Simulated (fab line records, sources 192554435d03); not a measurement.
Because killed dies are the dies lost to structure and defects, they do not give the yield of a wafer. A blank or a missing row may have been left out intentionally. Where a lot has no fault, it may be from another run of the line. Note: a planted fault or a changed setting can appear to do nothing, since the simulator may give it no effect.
fab line records	flow n5Finfet
record lots=24	wafers=72	lastDay=17
route steps=1938 shown BEOL_M8@1371 BEOL_M9@1414
lots that met no fault: from a run of the same line without faults
startH: the number of hours between the record's first day and the start of the first shown wafer of the lot	waitH: hours from the lot's prior step to this one	" same as the row above	L1.1+2: one row covering several wafers at once	- no value, or no start given	* or withheld: withheld	< > ~ a bound
route shown NAME@n: NAME is a module with steps in the file, n the number in the route of the first one	usual: mean/standard deviation of fault-free wafers	same: alike in all rows	chamber/n: place in a boat	sites: per-site readings	_std_site: the standard deviation of these	_edge_site: outer sites' mean less inner sites'	radiusMm: how far each site lies from the wafer's centre	mask NAME#n: copy n	behind: tool/chamber where the wafer was last shaped	hold: what put the lot on hold/how long, in hours/how the hold closed	device: the n, p or np transistor that did not switch	end of line: tests of these same wafers at the route's end	where a step has no rows: the recipe by itself	killed: not the wafer's yield, but the dies lost to structure and defects at the first sort	map: shows each die of a wafer: x if killed, . if not, _ if none is there
set.NAME: setting as actually run; set.NAME@STEP: the setting as run at that earlier step	model.NAME: the simulator's own value behind a step, which no gauge read
the route's steps for a sample of lots (tables are steps, rows are wafers)
services: when a tool's chamber went out of use (startH, in hours from the record's first day, below 0 if earlier), for how many hours, and the reason
## steps
# step N5_BEOL_M8_ETCH_66
# recipe chemistry=N2/H2	target=SOC	targetDepthA=800	overetchA=160	maskMaterial=SiARC	tempC=40	timeS=120	ionEnergyEv=200	pressureMtorr=30	sourceW=840	biasW=150	n2FlowSccm=200	h2FlowSccm=200
# usual chamberPressureMTorr=30.000/0.028	drypumpMotorCurrentA=6.0/0.38	oesProductAu=0.60/0.069	rfVppV=524.0/2.3	showerheadPlenumPTorr=2.55/0.08	throttleValvePct=17.84/0.29
lot.wafer	tool	chamber	startH	waitH	chamberPressureMTorr	drypumpMotorCurrentA	oesProductAu	rfHoursCounterH	rfVppV	showerheadPlenumPTorr	throttleValvePct
L075.2	rieDiel-04	2	201.94	0.0	29.984	5.5	0.63	65	523.1	2.48	17.69
L075.5	"	0	"	"	29.993	6.0	0.55	-	519.5	2.42	17.74
L075.6	"	3	"	"	29.920	6.3	0.54	-	525.9	2.62	17.69
L074.2	rieDiel-03	2	210.10	0.0	29.993	5.8	0.69	22	524.7	2.59	17.87
L074.4	"	0	"	"	30.013	6.5	0.66	43	526.3	2.61	18.23
L074.6	"	3	"	"	30.020	5.9	0.55	-	524.7	2.54	18.27
L076.3	rieDiel-06	2	215.51	0.0	29.964	6.0	0.74	4	522.5	2.50	17.60
L076.4	"	3	"	"	30.030	5.5	0.56	200	524.6	2.54	18.15
L076.5	"	2	"	"	29.996	6.0	0.74	-	521.2	2.49	17.61
L077.1	rieDiel-03	3	222.42	0.0	29.943	5.9	0.55	206	522.9	2.54	18.27
L077.2	"	1	"	"	29.992	5.5	0.54	202	525.3	2.62	17.72
L077.5	"	1	"	"	30.029	5.5	0.54	-	526.7	2.62	17.73
L080.2	rieDiel-03	0	226.20	0.0	29.955	6.5	0.66	49	524.7	2.61	18.25
L080.4	"	2	"	"	29.967	5.8	0.68	28	524.5	2.59	17.90
L080.5	"	1	"	"	29.998	5.5	0.54	-	524.9	2.62	17.70
L078.1	rieDiel-04	1	226.36	0.0	29.994	6.6	0.56	217	525.1	2.64	18.02
L078.4	"	2	"	"	30.048	5.5	0.61	75	521.5	2.47	17.73
L078.6	"	3	"	"	30.001	6.3	0.53	-	525.6	2.61	17.71
L079.2	rieDiel-03	1	232.72	0.0	30.014	5.5	0.54	205	527.4	2.61	17.73
L079.4	"	2	"	"	30.007	5.8	0.68	30	524.8	2.59	17.89
L079.6	"	0	"	"	30.031	6.5	0.66	-	525.2	2.61	18.26
L081.4	rieDiel-04	2	247.80	0.0	29.998	5.6	0.61	81	520.6	2.47	17.74
L081.5	"	1	"	"	30.010	6.6	0.55	-	526.4	2.64	18.02
L081.6	"	0	"	"	29.991	6.0	0.54	-	520.6	2.41	17.77
L083.3	rieDiel-06	0	250.92	0.0	29.951	6.0	0.65	54	528.3	2.69	17.85
L083.4	"	1	"	"	30.005	6.6	0.69	32	525.2	2.59	17.46
L083.6	"	0	"	"	30.005	6.0	0.65	-	527.3	2.69	17.85
L082.3	rieDiel-04	0	253.34	0.0	29.985	6.0	0.54	217	520.2	2.41	17.77
L082.5	"	0	"	"	30.036	6.0	0.54	-	518.4	2.41	17.76
L082.6	"	1	"	"	30.002	6.6	0.54	-	526.8	2.64	18.04
L085.2	rieDiel-03	1	259.88	0.0	30.000	5.5	0.53	215	526.2	2.61	17.74
L085.3	"	2	"	"	29.968	5.8	0.66	39	525.2	2.58	17.90
L085.6	"	2	"	"	30.001	5.8	0.67	-	525.1	2.59	17.90
L086.2	rieDiel-06	1	274.40	0.0	29.967	6.6	0.69	41	526.1	2.59	17.48
L086.3	"	2	"	"	30.030	5.9	0.69	24	521.4	2.49	17.67
L086.6	"	1	"	"	30.002	6.6	0.68	-	526.4	2.59	17.48
L084.1	rieDiel-03	1	275.02	0.0	29.981	5.6	0.53	219	526.3	2.61	17.75
L084.3	"	3	"	"	29.991	5.8	0.54	223	523.0	2.53	18.30
L084.4	"	2	"	"	29.978	5.8	0.66	43	525.4	2.58	17.90
L087.2	rieDiel-06	3	281.77	0.0	29.994	5.5	0.55	223	523.2	2.53	18.16
L087.4	"	2	"	"	29.962	5.9	0.69	27	522.0	2.49	17.64
L087.6	"	2	"	"	30.002	5.9	0.69	-	522.4	2.48	17.62
L089.1	rieDiel-04	2	301.37	0.0	30.034	5.6	0.59	102	521.8	2.46	17.78
L089.4	"	0	"	"	30.014	6.0	0.53	-	519.5	2.40	17.82
L089.6	"	3	"	"	29.970	6.3	0.73	-	525.8	2.61	17.25
L088.2	rieDiel-03	0	303.31	0.0	29.991	6.5	0.63	75	525.6	2.60	18.31
L088.4	"	2	"	"	30.020	5.8	0.65	52	525.4	2.58	17.92
L088.6	"	2	"	"	30.021	5.8	0.65	-	526.2	2.58	17.92
L090.2	rieDiel-04	0	310.02	0.0	30.001	6.0	0.53	240	520.2	2.40	17.78
L090.4	"	2	"	"	29.984	5.5	0.59	-	521.1	2.46	17.79
L090.6	"	3	"	"	30.044	6.3	0.73	-	526.0	2.60	17.26
L091.3	rieDiel-06	2	314.10	0.0	29.984	5.9	0.68	38	522.0	2.48	17.66
L091.4	"	1	"	"	30.045	6.5	0.66	53	525.2	2.58	17.51
L091.6	"	2	"	"	29.968	5.9	0.67	-	523.3	2.48	17.65
L093.4	rieDiel-04	0	317.22	0.0	29.963	5.9	0.54	244	519.8	2.40	17.78
L093.5	"	1	"	"	29.977	6.6	0.54	-	527.7	2.63	18.08
L093.6	"	2	"	"	30.029	5.6	0.59	-	522.8	2.46	17.78
L094.1	rieDiel-04	2	323.22	0.0	30.033	5.5	0.58	111	520.7	2.46	17.79
L094.4	"	1	"	"	29.991	6.6	0.54	-	524.6	2.63	18.06
L094.6	"	2	"	"	29.977	5.5	0.58	-	521.3	2.46	17.78
L092.1	rieDiel-04	1	326.99	0.0	29.980	6.6	0.53	247	525.4	2.63	18.08
L092.3	"	0	"	"	30.059	6.0	0.53	245	519.4	2.40	17.81
L092.4	"	3	"	"	29.987	6.3	0.72	18	526.1	2.60	17.28
L095.2	rieDiel-03	3	329.93	0.0	29.974	5.9	0.53	240	522.9	2.53	18.34
L095.5	"	1	"	"	29.981	5.6	0.52	-	525.1	2.60	17.78
L095.6	"	0	"	"	29.982	6.5	0.62	-	524.7	2.59	18.31
L096.2	rieDiel-04	3	334.75	0.0	30.023	6.3	0.71	20	525.0	2.60	17.29
L096.4	"	1	"	"	29.999	6.7	0.54	249	525.0	2.63	18.06
L096.5	"	2	"	"	29.970	5.6	0.58	-	521.6	2.46	17.79
L097.2	rieDiel-04	2	336.98	0.0	29.995	5.5	0.59	116	521.2	2.46	17.80
L097.5	"	2	"	"	30.048	5.5	0.59	-	522.4	2.46	17.80
L097.6	"	3	"	"	29.983	6.3	0.71	-	524.5	2.60	17.29
# step N5_BEOL_M8_ALD_77
# recipe material=TaN	targetThkA=20	tempC=275	aldPrecursorFamily=PDMAT	aldCoReactant=NH3	pressureTorr=3	carrierFlowSccm=1500	pulseTimeS=2	purgeTimeS=3	coReactantPurgeTimeS=2	coReactantPulseTimeS=3	aldCycles=40	precursorVesselTempC=75	precursorVesselPressureTorr=26.25	precursorVesselCarrierSccm=1000
# usual heaterPowerW=417/35
lot.wafer	tool	chamber	startH	waitH	heaterPowerW	sinceWetCleanH
L075.2	aldMetal-02	2	206.86	0.0	434	6024
L075.5	"	3	"	"	397	-
L075.6	"	0	"	"	379	-
L074.2	aldMetal-01	2	211.50	0.0	424	4490
L074.4	"	0	"	"	460	4490
L074.6	"	1	"	"	455	-
L076.3	aldMetal-02	1	216.47	0.0	353	6033
L076.4	"	0	"	"	371	6033
L076.5	"	2	"	"	432	-
L077.1	aldMetal-01	3	223.61	0.0	418	4502
L077.2	"	0	"	"	469	4502
L077.5	"	1	"	"	438	-
L080.2	aldMetal-01	2	227.27	0.0	436	4506
L080.4	"	0	"	"	473	4506
L080.5	"	2	"	"	431	-
L078.1	aldMetal-02	0	227.59	0.0	373	6044
L078.4	"	1	"	"	357	6044
L078.6	"	1	"	"	362	-
L079.2	aldMetal-02	1	233.69	0.0	367	6050
L079.4	"	2	"	"	437	6050
L079.6	"	0	"	"	389	-
L081.4	aldMetal-04	1	249.04	0.1	403	2989
L081.5	"	3	"	"	354	-
L081.6	"	0	"	"	370	-
L083.3	aldMetal-01	0	252.16	0.1	465	4530
L083.4	"	2	"	"	432	4530
L083.6	"	0	"	"	467	-
L082.3	aldMetal-01	0	254.60	0.0	473	4533
L082.5	"	1	"	"	451	-
L082.6	"	0	"	"	464	-
L085.2	aldMetal-04	0	261.25	0.0	376	3001
L085.3	"	3	"	"	372	3001
L085.6	"	2	"	"	455	-
L086.2	aldMetal-02	3	275.89	0.3	400	6093
L086.3	"	1	"	"	356	6093
L086.6	"	3	"	"	395	-
L084.1	aldMetal-04	2	277.90	0.1	443	3018
L084.3	"	0	"	"	381	3018
L084.4	"	1	"	"	416	3018
L087.2	aldMetal-01	2	284.00	0.0	428	4562
L087.4	"	0	"	"	459	4562
L087.6	"	1	"	"	458	-
L089.1	aldMetal-04	2	303.99	0.0	446	3044
L089.4	"	0	"	"	373	3044
L089.6	"	1	"	"	409	-
L088.2	aldMetal-04	3	304.72	0.0	363	3045
L088.4	"	0	"	"	377	3045
L088.6	"	0	"	"	378	-
L090.2	aldMetal-01	1	311.45	0.0	441	4590
L090.4	"	2	"	"	423	4590
L090.6	"	2	"	"	429	-
L091.3	aldMetal-01	2	315.31	0.3	445	4594
L091.4	"	3	"	"	406	4594
L091.6	"	0	"	"	471	-
L093.4	aldMetal-01	1	318.58	0.2	460	4597
L093.5	"	1	"	"	449	-
L093.6	"	0	"	"	483	-
L094.1	aldMetal-04	3	324.22	0.1	367	3064
L094.4	"	0	"	"	380	3064
L094.6	"	1	"	"	402	-
L092.1	aldMetal-02	1	328.20	0.1	356	6145
L092.3	"	3	"	"	399	6145
L092.4	"	2	"	"	442	6145
L095.2	aldMetal-01	2	331.08	0.1	427	4609
L095.5	"	2	"	"	426	-
L095.6	"	3	"	"	401	-
L096.2	aldMetal-01	2	335.98	0.0	449	4614
L096.4	"	3	"	"	414	4614
L096.5	"	2	"	"	430	-
L097.2	aldMetal-01	0	338.12	0.0	458	4616
L097.5	"	2	"	"	423	-
L097.6	"	3	"	"	411	-
# step N5_BEOL_M8_SURFACE_TREAT_79
# recipe gas=Ar	timeS=*	ionEnergyEv=*	ionCurrentMaCm2=0.5	pressureMtorr=*	arFlowSccm=30
# usual throttleValvePct=*
lot.wafer	tool	chamber	startH	waitH	throttleValvePct
L075.2	pvdSputter-03	-	207.30	0.3	*
L075.5	"	-	"	"	*
L075.6	"	-	"	"	*
L074.2	pvdSputter-02	-	211.79	0.2	*
L074.4	"	-	"	"	*
L074.6	"	-	"	"	*
L076.3	pvdSputter-01	-	217.25	0.6	*
L076.4	"	-	"	"	*
L076.5	"	-	"	"	*
L077.1	pvdSputter-01	-	223.99	0.3	*
L077.2	"	-	"	"	*
L077.5	"	-	"	"	*
L080.2	pvdSputter-03	-	227.61	0.2	*
L080.4	"	-	"	"	*
L080.5	"	-	"	"	*
L078.1	pvdSputter-01	-	227.93	0.2	*
L078.4	"	-	"	"	*
L078.6	"	-	"	"	*
L079.2	pvdSputter-01	-	233.99	0.2	*
L079.4	"	-	"	"	*
L079.6	"	-	"	"	*
L081.4	pvdSputter-02	-	249.44	0.3	*
L081.5	"	-	"	"	*
L081.6	"	-	"	"	*
L083.3	pvdSputter-01	-	252.94	0.6	*
L083.4	"	-	"	"	*
L083.6	"	-	"	"	*
L082.3	pvdSputter-03	-	254.92	0.2	*
L082.5	"	-	"	"	*
L082.6	"	-	"	"	*
L085.2	pvdSputter-01	-	261.53	0.2	*
L085.3	"	-	"	"	*
L085.6	"	-	"	"	*
L086.2	pvdSputter-02	-	277.64	1.6	*
L086.3	"	-	"	"	*
L086.6	"	-	"	"	*
L084.1	pvdSputter-02	-	278.28	0.2	*
L084.3	"	-	"	"	*
L084.4	"	-	"	"	*
L087.2	pvdSputter-03	-	284.34	0.2	*
L087.4	"	-	"	"	*
L087.6	"	-	"	"	*
L089.1	pvdSputter-02	-	304.29	0.2	*
L089.4	"	-	"	"	*
L089.6	"	-	"	"	*
L088.2	pvdSputter-02	-	305.04	0.2	*
L088.4	"	-	"	"	*
L088.6	"	-	"	"	*
L090.2	pvdSputter-02	-	311.78	0.2	*
L090.4	"	-	"	"	*
L090.6	"	-	"	"	*
L091.3	pvdSputter-03	-	317.04	1.6	*
L091.4	"	-	"	"	*
L091.6	"	-	"	"	*
L093.4	pvdSputter-03	-	318.94	0.2	*
L093.5	"	-	"	"	*
L093.6	"	-	"	"	*
L094.1	pvdSputter-02	-	324.60	0.2	*
L094.4	"	-	"	"	*
L094.6	"	-	"	"	*
L092.1	pvdSputter-01	-	328.86	0.5	*
L092.3	"	-	"	"	*
L092.4	"	-	"	"	*
L095.2	pvdSputter-01	-	331.40	0.2	*
L095.5	"	-	"	"	*
L095.6	"	-	"	"	*
L096.2	pvdSputter-02	-	336.33	0.2	*
L096.4	"	-	"	"	*
L096.5	"	-	"	"	*
L097.2	pvdSputter-03	-	338.62	0.4	*
L097.5	"	-	"	"	*
L097.6	"	-	"	"	*
# step N5_BEOL_M8_CMP_52
# recipe stopOn=SiCOH_lowk	tOverpolishS=6.9	downForcePsi=1	platenRpm=50	clearingPlatenDownForcePsi=1.5	clearingPlatenRpm=50	postCmpClean=cuAlkaline	targetThkNm=80	clearingPlatenPadVelocityMS=0.99484	padVelocityMS=0.99484
# usual barrierFieldEndpointS=28.5/0.89	headPressurePsi=1.0002/0.0023	motorCurrentA=6.05/0.3	overpolishRunS=6.899/0.0093	platenRpm=50.00/0.032	timeToEndpointS=62/3.6
# same tOverpolishS=6.9
lot.wafer	tool	chamber	startH	waitH	barrierFieldEndpointS	headPressurePsi	motorCurrentA	overpolishRunS	platenRpm	timeToEndpointS
L075.2	cmp-04	1	208.12	0.3	27.4	1.0005	6.04	6.902	50.03	55
L075.6	"	3	"	"	28.5	0.9972	6.39	6.898	49.99	65
L075.5	"	0	"	"	28.7	1.0000	6.28	6.893	50.01	64
L074.4	cmp-04	0	212.54	0.1	27.5	0.9992	6.23	6.910	49.99	60
L074.2	"	3	"	"	27.7	0.9968	6.48	6.896	50.00	63
L074.6	"	1	"	"	26.4	0.9989	5.78	6.895	50.05	55
L076.3	cmp-01	0	218.11	0.2	29.4	1.0007	5.91	6.902	49.99	64
L076.4	"	3	"	"	28.6	1.0041	5.62	6.901	49.96	59
L076.5	"	1	"	"	28.0	0.9979	6.26	6.907	50.01	59
L077.1	cmp-04	0	224.97	0.4	28.5	0.9971	6.26	6.878	49.99	63
L077.2	"	1	"	"	28.6	1.0010	5.95	6.904	49.97	57
L077.5	"	1	"	"	28.5	1.0033	6.16	6.904	49.94	56
L080.2	cmp-04	3	228.40	0.2	28.0	1.0016	6.29	6.903	50.00	69
L080.4	"	0	"	"	28.4	1.0034	6.35	6.898	50.02	62
L080.5	"	2	"	"	27.3	0.9990	6.37	6.920	50.01	58
L078.1	cmp-04	2	229.24	0.3	27.4	0.9981	6.28	6.925	50.03	60
L078.4	"	3	"	"	28.8	1.0000	6.67	6.890	50.02	67
L078.6	"	0	"	"	28.5	1.0068	6.21	6.900	50.03	65
L079.2	cmp-01	2	235.49	0.3	28.3	0.9999	6.05	6.902	49.99	63
L079.4	"	3	"	"	27.8	1.0015	5.29	6.894	50.03	58
L079.6	"	0	"	"	28.2	1.0006	5.83	6.893	50.01	62
L081.4	cmp-01	2	250.26	0.1	30.2	1.0009	6.04	6.906	50.05	67
L081.6	"	2	"	"	30.7	0.9966	6.06	6.890	50.01	67
L081.5	"	3	"	"	28.6	0.9996	5.73	6.892	49.95	61
L083.3	cmp-03	0	254.02	0.3	28.9	1.0015	5.76	6.904	49.99	59
L083.4	"	1	"	"	28.4	1.0011	5.66	6.905	49.99	58
L083.6	"	3	"	"	29.6	0.9985	6.50	6.903	49.99	66
L082.3	cmp-04	2	257.36	0.4	27.5	0.9984	6.23	6.892	49.97	56
L082.5	"	0	"	"	28.3	1.0027	6.11	6.900	50.11	64
L082.6	"	1	"	"	27.2	0.9951	6.10	6.899	49.99	54
L085.2	cmp-01	3	264.57	0.2	29.4	1.0000	5.29	6.904	49.99	64
L085.3	"	0	"	"	28.9	1.0042	6.04	6.898	49.99	70
L085.6	"	2	"	"	30.4	1.0017	5.96	6.879	49.97	69
L086.3	cmp-01	1	278.59	0.2	28.7	1.0012	6.44	6.890	49.99	63
L086.2	"	0	"	"	28.7	1.0001	5.98	6.901	49.98	63
L086.6	"	1	"	"	29.4	1.0021	6.00	6.893	50.00	60
L084.3	cmp-03	2	279.06	0.2	28.1	0.9992	5.87	6.893	50.01	64
L084.4	"	3	"	"	28.9	0.9982	6.19	6.915	50.00	65
L084.1	"	0	"	"	26.4	1.0007	5.68	6.890	49.96	54
L087.4	cmp-01	1	285.35	0.1	28.1	0.9984	6.54	6.906	50.02	62
L087.2	"	2	"	"	30.4	1.0037	5.85	6.898	50.01	67
L087.6	"	2	"	"	29.7	1.0024	6.43	6.881	50.04	68
L089.4	cmp-04	2	304.98	0.1	27.5	1.0007	6.64	6.902	50.01	57
L089.1	"	1	"	"	28.0	0.9997	6.28	6.900	50.00	61
L089.6	"	2	"	"	27.9	0.9999	6.12	6.899	50.04	58
L088.4	cmp-03	2	306.04	0.1	29.6	0.9989	6.09	6.884	49.96	64
L088.2	"	3	"	"	30.3	0.9990	5.91	6.908	50.03	64
L088.6	"	2	"	"	29.5	0.9998	5.83	6.882	50.03	63
L090.4	cmp-01	1	314.54	0.2	28.2	0.9965	6.02	6.908	49.96	61
L090.2	"	2	"	"	28.6	0.9977	6.09	6.911	50.02	67
L090.6	"	0	"	"	27.9	1.0024	5.93	6.897	50.01	62
L091.3	cmp-03	1	318.02	0.2	27.9	1.0005	5.83	6.922	50.00	62
L091.4	"	0	"	"	27.9	1.0004	5.98	6.906	50.04	56
L091.6	"	2	"	"	28.9	1.0023	6.35	6.891	50.02	62
L093.4	cmp-01	1	320.04	0.2	28.9	1.0007	5.92	6.893	49.93	65
L093.5	"	3	"	"	27.8	0.9996	5.28	6.891	50.01	61
L093.6	"	0	"	"	29.3	0.9988	5.99	6.895	49.98	65
L094.1	cmp-04	1	325.82	0.3	27.5	1.0000	6.03	6.905	49.96	61
L094.4	"	3	"	"	30.7	0.9995	6.38	6.897	50.00	69
L094.6	"	1	"	"	27.8	0.9977	6.21	6.910	49.99	59
L092.4	cmp-03	2	329.84	0.1	28.8	1.0042	5.89	6.902	49.98	65
L092.1	"	0	"	"	28.3	0.9988	5.87	6.922	49.96	61
L092.3	"	1	"	"	27.3	1.0013	5.81	6.895	49.99	60
L095.2	cmp-04	0	332.40	0.2	29.5	1.0007	6.06	6.897	49.98	69
L095.6	"	0	"	"	28.1	1.0028	5.86	6.900	50.02	65
L095.5	"	1	"	"	28.7	0.9959	5.81	6.881	50.05	58
L096.2	cmp-03	2	337.65	0.2	29.2	0.9993	5.94	6.906	49.97	66
L096.4	"	3	"	"	29.5	1.0021	6.23	6.910	50.01	65
L096.5	"	1	"	"	29.1	1.0007	5.73	6.897	50.01	65
L097.2	cmp-03	2	340.20	0.2	28.3	0.9995	5.85	6.900	49.97	67
L097.5	"	1	"	"	28.4	1.0028	6.08	6.902	50.02	61
L097.6	"	2	"	"	28.6	1.0006	5.80	6.908	49.98	67
# step N5_BEOL_M9_CD_MEAS_11
# recipe targetCdNm=64.1	landingEnergyEv=500	detector=seInlens	polarity=opening
# usual cdNm=64.4/0.69
lot.wafer	tool	chamber	startH	waitH	cdNm
L075.2	cdSem-03	0	211.34	-	63.0
L075.5	"	0	"	"	63.4
L075.6	"	0	"	"	63.5
L074.2	cdSem-01	0	215.71	-	63.7
L074.4	"	0	"	"	64.7
L074.6	"	0	"	"	64.6
L076.3	cdSem-03	0	221.52	-	63.6
L076.4	"	0	"	"	62.8
L076.5	"	0	"	"	63.0
L077.1	cdSem-03	0	227.32	-	63.6
L077.2	"	0	"	"	64.3
L077.5	"	0	"	"	63.7
L080.2	cdSem-03	0	233.33	-	64.0
L080.4	"	0	"	"	64.2
L080.5	"	0	"	"	63.8
L078.1	cdSem-02	0	233.70	-	64.5
L078.4	"	0	"	"	64.0
L078.6	"	0	"	"	64.8
L079.2	cdSem-03	0	238.40	-	64.6
L079.4	"	0	"	"	65.0
L079.6	"	0	"	"	64.5
L081.4	cdSem-01	0	252.54	-	64.6
L081.5	"	0	"	"	63.6
L081.6	"	0	"	"	66.0
L083.3	cdSem-02	0	255.96	-	64.3
L083.4	"	0	"	"	64.2
L083.6	"	0	"	"	64.5
L082.3	cdSem-02	0	259.16	-	63.0
L082.5	"	0	"	"	64.1
L082.6	"	0	"	"	64.8
L085.2	cdSem-02	0	268.04	-	64.2
L085.3	"	0	"	"	64.8
L085.6	"	0	"	"	64.4
L086.2	cdSem-03	0	282.28	-	63.8
L086.3	"	0	"	"	64.1
L086.6	"	0	"	"	63.5
L084.1	cdSem-02	0	282.50	-	64.2
L084.3	"	0	"	"	64.5
L084.4	"	0	"	"	64.6
L087.2	cdSem-03	0	287.41	-	64.8
L087.4	"	0	"	"	64.5
L087.6	"	0	"	"	63.6
L089.1	cdSem-02	0	308.18	-	65.2
L089.4	"	0	"	"	65.4
L089.6	"	0	"	"	64.0
L088.2	cdSem-03	0	308.62	-	63.8
L088.4	"	0	"	"	64.6
L088.6	"	0	"	"	63.8
L090.2	cdSem-01	0	317.65	-	63.3
L090.4	"	0	"	"	64.2
L090.6	"	0	"	"	64.0
L091.3	cdSem-02	0	320.09	-	64.4
L091.4	"	0	"	"	64.9
L091.6	"	0	"	"	64.7
L093.4	cdSem-02	0	322.96	-	64.5
L093.5	"	0	"	"	64.5
L093.6	"	0	"	"	64.5
L094.1	cdSem-02	0	327.49	-	65.4
L094.4	"	0	"	"	65.5
L094.6	"	0	"	"	64.7
L092.1	cdSem-02	0	332.53	-	64.2
L092.3	"	0	"	"	64.9
L092.4	"	0	"	"	64.2
L095.2	cdSem-02	0	335.69	-	64.7
L095.5	"	0	"	"	64.8
L095.6	"	0	"	"	65.0
L096.2	cdSem-03	0	339.58	-	65.5
L096.4	"	0	"	"	64.2
L096.5	"	0	"	"	64.5
L097.2	cdSem-02	0	342.38	-	64.4
L097.5	"	0	"	"	64.5
L097.6	"	0	"	"	63.9
# step N5_BEOL_M9_CD_MEAS_28
# recipe targetCdNm=70	landingEnergyEv=500	detector=seInlens	polarity=opening
# usual cdNm=69.89/0.24
lot.wafer	tool	chamber	startH	waitH	cdNm
L075.2	cdSem-03	0	212.48	-	70.07
L075.5	"	0	"	"	69.90
L075.6	"	0	"	"	69.93
L074.2	cdSem-02	0	216.86	-	70.31
L074.4	"	0	"	"	70.22
L074.6	"	0	"	"	70.07
L076.3	cdSem-02	0	222.37	-	69.39
L076.4	"	0	"	"	69.92
L076.5	"	0	"	"	69.98
L077.1	cdSem-03	0	228.96	-	69.88
L077.2	"	0	"	"	70.00
L077.5	"	0	"	"	70.21
L080.2	cdSem-02	0	236.24	-	69.98
L080.4	"	0	"	"	70.49
L080.5	"	0	"	"	69.85
L078.1	cdSem-02	0	236.41	-	69.90
L078.4	"	0	"	"	69.52
L078.6	"	0	"	"	69.84
L079.2	cdSem-01	0	240.63	-	69.75
L079.4	"	0	"	"	70.18
L079.6	"	0	"	"	70.06
L081.4	cdSem-01	0	253.60	-	70.10
L081.5	"	0	"	"	69.70
L081.6	"	0	"	"	70.00
L083.3	cdSem-02	0	257.38	-	69.91
L083.4	"	0	"	"	69.69
L083.6	"	0	"	"	69.74
L082.3	cdSem-03	0	260.02	-	69.45
L082.5	"	0	"	"	69.59
L082.6	"	0	"	"	69.84
L085.2	cdSem-01	0	269.10	-	69.75
L085.3	"	0	"	"	69.91
L085.6	"	0	"	"	69.84
L086.2	cdSem-01	0	283.82	-	69.93
L086.3	"	0	"	"	69.94
L086.6	"	0	"	"	69.88
L084.1	cdSem-02	0	283.86	-	69.91
L084.3	"	0	"	"	70.21
L084.4	"	0	"	"	69.96
L087.2	cdSem-02	0	288.48	-	70.15
L087.4	"	0	"	"	70.46
L087.6	"	0	"	"	70.11
L089.1	cdSem-01	0	309.86	-	69.37
L089.4	"	0	"	"	70.35
L089.6	"	0	"	"	69.48
L088.2	cdSem-01	0	310.03	-	69.57
L088.4	"	0	"	"	69.78
L088.6	"	0	"	"	69.57
L090.2	cdSem-03	0	319.21	-	69.90
L090.4	"	0	"	"	69.65
L090.6	"	0	"	"	69.30
L091.3	cdSem-01	0	321.12	-	70.02
L091.4	"	0	"	"	69.77
L091.6	"	0	"	"	69.64
L093.4	cdSem-02	0	324.24	-	70.07
L093.5	"	0	"	"	69.97
L093.6	"	0	"	"	69.60
L094.1	cdSem-01	0	329.39	-	70.21
L094.4	"	0	"	"	70.09
L094.6	"	0	"	"	70.01
L092.1	cdSem-01	0	334.32	-	69.79
L092.3	"	0	"	"	69.87
L092.4	"	0	"	"	69.75
L095.2	cdSem-03	0	336.68	-	70.21
L095.5	"	0	"	"	69.65
L095.6	"	0	"	"	70.17
L096.2	cdSem-02	0	341.73	-	70.36
L096.4	"	0	"	"	69.88
L096.5	"	0	"	"	69.77
L097.2	cdSem-01	0	345.03	-	69.81
L097.5	"	0	"	"	69.98
L097.6	"	0	"	"	69.67
## services
tool	chamber	startH	hours	kind
aldMetal-04	0	187.57	8.1	repair
rieDiel-03	1	203.54	3.0	repair
rieDiel-06	-	225.12	1.1	repair
cmp-03	-	227.22	4.0	pm
cmp-04	-	238.70	5.5	pm
rieDiel-04	3	261.32	-	clean
rieDiel-04	3	261.32	-	consumableReplace:focusRing
rieDiel-04	3	261.32	18.6	scheduledDown
cmp-04	-	262.32	11.4	pm
cmp-01	-	268.17	8.4	pm
rieDiel-04	-	273.17	0.6	repair
cmp-04	-	279.06	4.0	pm
cmp-01	-	287.48	6.5	pm
rieDiel-04	1	300.68	13.4	repair
aldMetal-01	-	302.70	0.5	repair
aldMetal-04	0	311.15	10.3	repair
rieDiel-04	0	318.84	5.6	repair
aldMetal-02	-	321.90	4.4	repair
aldMetal-01	-	322.42	2.8	pm
rieDiel-06	3	325.95	5.6	repair
aldMetal-04	-	327.57	1.0	repair
cmp-01	-	331.94	0.6	repair
aldMetal-02	-	337.25	14.0	pm
aldMetal-01	0	340.26	4.7	repair
## key
fault none
